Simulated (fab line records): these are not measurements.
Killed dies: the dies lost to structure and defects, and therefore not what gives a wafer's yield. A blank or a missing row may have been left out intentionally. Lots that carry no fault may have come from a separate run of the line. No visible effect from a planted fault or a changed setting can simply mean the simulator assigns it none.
Comparing a struck lot with a sound one	flow nand_harc	17 out of 1302 route steps
Sound: the wafers L593.2, L593.3, L593.4. Wafers L596.1, L596.4, L596.6 were the ones struck. The cause is named last.
Each step with rows lists, per side, the tool, then ch with its chambers, then its first start. Under that, the readings that differ: sound wafers	struck wafers	difference of the means	sigmas: that difference in standard deviations of wafers without a fault.
alike: readings whose means differ by less than 2 such deviations, and words and numbers that are the same on both sides. not compared: withheld readings, readings that some wafer has no value for, bounds like >300 that may hide the same value, and numbers for which the record gives no deviation and whose values overlap.
The two part at a step that has a row with sigmas, a row that says differs or no value, or rows on one side only. Non-overlapping numbers with no deviation appear without sigmas and do not part them. Lack of a reading on every wafer of one side parts them only where that side has two or more wafers.

first, 5 steps without rows for these wafers: NHARC_P_GATE_STRIP_15 (strips in SPM, time 780 s); NHARC_P_GATE_PRECLEAN_71 (cleans in SC1); NHARC_P_GATE_SRD_72; NHARC_P_GATE_OXIDE_16 (material SiO2, target thk 3 nm, ox time 392 s); NHARC_P_GATE_CVD_17 (deposits poly-Si, target thk 150 nm, time 900 s).
NHARC_P_GATE_HM_DEP_102: deposits aC, target thk 120 nm.
  sound on acl_dep-02 ch 0, day 6 21:26; struck on acl_dep-03 ch 0, day 8 13:47
  alike: throttle_valve_pct
NHARC_P_GATE_DEP_103: deposits SiON, target thk 30 nm.
  sound on pecvd-02 ch 0,1, day 6 22:00; struck on pecvd-01 ch 0,1, day 8 14:31
  alike: heater_power_outer_w, heater_power_w
then, 5 steps without rows for these wafers: NHARC_P_GATE_DEHYDRATE_18 (time 120 s); NHARC_P_GATE_HMDS_19 (time 30 s); NHARC_P_GATE_COAT_20 (resist thk 90 nm); NHARC_P_GATE_SOFTBAKE_21 (time 55 s); NHARC_P_GATE_EBR_22.
NHARC_P_GATE_EXPOSE_23: exposes mask P GATE, target cd 120 nm.
  sound on arfi_scanner-03 ch 0, day 6 22:33; struck on arfi_scanner-01 ch 0, day 8 14:59
reading	sound	struck	difference	sigmas
mask	P_GATE#0 P_GATE#0 P_GATE#0	P_GATE_R1#0 P_GATE_R1#0 P_GATE_R1#0	differs	
  alike: reticle_temp_C
then, 2 steps without rows for these wafers: NHARC_P_GATE_PEB_24 (peb time 65 s); NHARC_P_GATE_DEVELOP_25 (develop time 35 s).
NHARC_P_GATE_CD_MEAS_26 targets a cd of 120 nm.
  sound on cd_sem-02 ch 0, day 6 22:41; struck on cd_sem-03 ch 0
reading	sound	struck	difference	sigmas
cd_nm (nm)	119.9 120.1 120.0	76.8 76.7 77.1	-43.1	-78
  not compared: hold
NHARC_END_SORT_01:
  the record has rows for the sound wafers here (prober-01 ch 0, day 26 00:50) and none for the struck ones

## WHERE THEY PART
Earliest at NHARC_P_GATE_EXPOSE_23; latest, in this record, at NHARC_END_SORT_01.

WHY: the cause the simulator had injected
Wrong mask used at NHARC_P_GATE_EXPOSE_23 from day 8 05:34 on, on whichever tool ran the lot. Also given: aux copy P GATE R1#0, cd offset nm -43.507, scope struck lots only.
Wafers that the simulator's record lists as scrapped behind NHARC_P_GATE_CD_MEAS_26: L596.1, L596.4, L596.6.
